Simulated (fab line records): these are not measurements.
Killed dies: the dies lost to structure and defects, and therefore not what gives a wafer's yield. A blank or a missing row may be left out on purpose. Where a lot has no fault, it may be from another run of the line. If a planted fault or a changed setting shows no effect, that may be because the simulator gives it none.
Chamber matching ; flow n5_finfet ; N5_BEOL_M0_STRIP_140 on rie_diel-04 has 4 sister chambers
The step strips in CF4. 4 wafers are shown with their chamber, then 9 later ones without.

WAFERS WITH THEIR CHAMBER
wafer;chamber;drypump_motor_current_A (A)
L084.5;1;5.89
L084.6;2;5.38
L089.4;3;5.22
L089.5;0;5.53

WAFERS WITH NO CHAMBER GIVEN
wafer;drypump_motor_current_A (A)
L090.1;5.18
L090.2;5.39
L090.4;5.21
L091.2;5.52
L091.4;5.51
L091.5;5.39
L093.1;5.23
L093.2;5.39
L093.4;5.89

WHICH CHAMBER EACH WENT THROUGH
wafer;from the rows above;in truth
L090.1;3;3
L090.2;2;2
L090.4;3;3
L091.2;0;0
L091.4;0;0
L091.5;2;2
L093.1;3;3
L093.2;2;2
L093.4;1;1
Correctly placed: 9 of 9. Number that these rows cannot place: 0. Wrongly placed: 0.
How it was worked out, from the rows above alone: a wafer's distance from a chamber is the root of the sum, over the readings, of the square of ((its reading less the chamber's mean) divided by the reading's scatter). The wafer belongs to the nearest chamber; if the next one is less than 2 further off, it can't be placed. The mean given for a chamber averages the wafers shown for that chamber. The scatter: with one shown wafer a chamber, the root of the mean of the squares of how far each hidden wafer lies from its nearest shown one.
